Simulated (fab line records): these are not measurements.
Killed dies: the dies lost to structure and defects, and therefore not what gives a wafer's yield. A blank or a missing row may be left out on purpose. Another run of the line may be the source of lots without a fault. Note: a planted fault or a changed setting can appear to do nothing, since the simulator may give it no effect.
The same fault as seen by 3 desks	flow n5 finfet	each desk holds nothing but its own numbers, with what lay behind them at the end

== THE METROLOGY DESK ==
Lot by lot, what the gauges showed, no matter which tool ran the lot: averages of those sampled wafers that carry a number. The brackets show how far a lot's mean lies from the usual mean; more than 4 standard deviations puts the lot out of limits, marked OUT. Readings shown: 7 of its 10, picked as those furthest out on some lot.
Columns: A = DIBL_N at N5_BEOL_M4_RC_MEAS_101, usual 36.8 mV/V; B = DIBL_P at N5_BEOL_M4_RC_MEAS_101, usual 37.1 mV/V; C = IOFF_N at N5_BEOL_M4_RC_MEAS_101, usual 0.18 nA/um; D = IOFF_P at N5_BEOL_M4_RC_MEAS_101, usual 0.23 nA/um; E = ION_P at N5_BEOL_M4_RC_MEAS_101, usual 467 uA/um; F = SS_N at N5_BEOL_M4_RC_MEAS_101, usual 71.7 mV/dec; G = SS_P at N5_BEOL_M4_RC_MEAS_101, usual 73.5 mV/dec
lot	first seen here	A	B	C	D	E	F	G
L824	day 7 21:26	36.4	36.9	0.17	0.25	482	71.4	73.4
L825	day 8 01:06	39.8	38.7	0.22	0.26	473	72.6	73.9
L828	day 8 20:50	32.9	33.3	0.14	0.19	466	70.9	73.1
L829	day 9 08:34	42.3	41.0	0.27	0.30	466	73.2	74.8
L833	day 10 00:24	38.5	38.5	0.22	0.27	478	72.2	73.8
L834	day 10 17:53	37.5	39.8	0.21	0.21	472	71.8	74.1
L838	day 11 19:13	38.0	40.4	0.21	0.27	478	72.0	73.9
L840	day 11 23:19	36.7	37.5	0.16	0.22	478	71.2	73.3
L841	day 12 00:23	35.8	35.6	0.16	0.23	473	71.5	73.2
L844	day 13 06:46	36.5	36.6	0.18	0.22	471	70.8	74.1
Finding of this desk: none of the 10 lots has anything out of limits.

== THE DEFECT DESK ==
Per lot, the means of the sampled wafers with a number show what the inspections along the route counted. The brackets show how far a lot's mean lies from the usual mean; more than 4 standard deviations puts the lot out of limits, marked OUT.
Columns: A = raw defect count at N5_BEOL_M0_SAQP_INSPECT_16, usual 467
lot	first seen here	A
L824	day 5 12:59	494
L825	day 5 16:59	532
L828	day 6 12:40	387
L829	day 6 19:22	480
L833	day 7 16:49	356
L834	day 8 01:54	434
L838	day 9 05:06	457
L840	day 9 16:31	495
L841	day 9 20:56	443
L844	day 10 16:16	746
Finding of this desk: none of the 10 lots has anything out of limits.

== AT THE TOOL OWNER'S DESK: rie si-04 ==
The tool's own readings at N5_BEOL_M0_SAQP_MANDREL_ETCH_20 (etches a-Si in HBr/Cl2, stops on SiNx, target depth 60 nm, bt time 10 s, time 30 s): means of the sampled wafers that have a number, for each lot that ran on this tool. The brackets show how far a lot's mean lies from the usual mean; more than 4 standard deviations puts the lot out of limits, marked OUT.
Columns: A = drypump motor current A at N5_BEOL_M0_SAQP_MANDREL_ETCH_20, usual 5.8 A; B = mfc cl2 sccm at N5_BEOL_M0_SAQP_MANDREL_ETCH_20, usual 79.96 sccm; C = oes product au at N5_BEOL_M0_SAQP_MANDREL_ETCH_20, usual 0.777 a.u.; D = throttle valve pct at N5_BEOL_M0_SAQP_MANDREL_ETCH_20, usual 35.4 %
lot	first seen here	A	B	C	D
L825	day 5 17:28	6.1	80.08	0.772	35.5
L828	day 6 12:59	6.4	80.07	0.770	35.9
L833	day 7 17:07	6.2	79.77	0.755	35.5
L834	day 8 02:13	5.6	79.84	0.758	34.9
L838	day 9 05:31	5.8	80.12	0.764	35.3
Finding of this desk: none of the 5 lots has anything out of limits.

== PUT TOGETHER ==
Nothing out of limits was seen by the metrology desk.
Nothing the defect desk looked at was out of limits.
The desk of the tool owner found nothing out of limits.

== WHAT THE SIMULATOR HAD PUT IN ==
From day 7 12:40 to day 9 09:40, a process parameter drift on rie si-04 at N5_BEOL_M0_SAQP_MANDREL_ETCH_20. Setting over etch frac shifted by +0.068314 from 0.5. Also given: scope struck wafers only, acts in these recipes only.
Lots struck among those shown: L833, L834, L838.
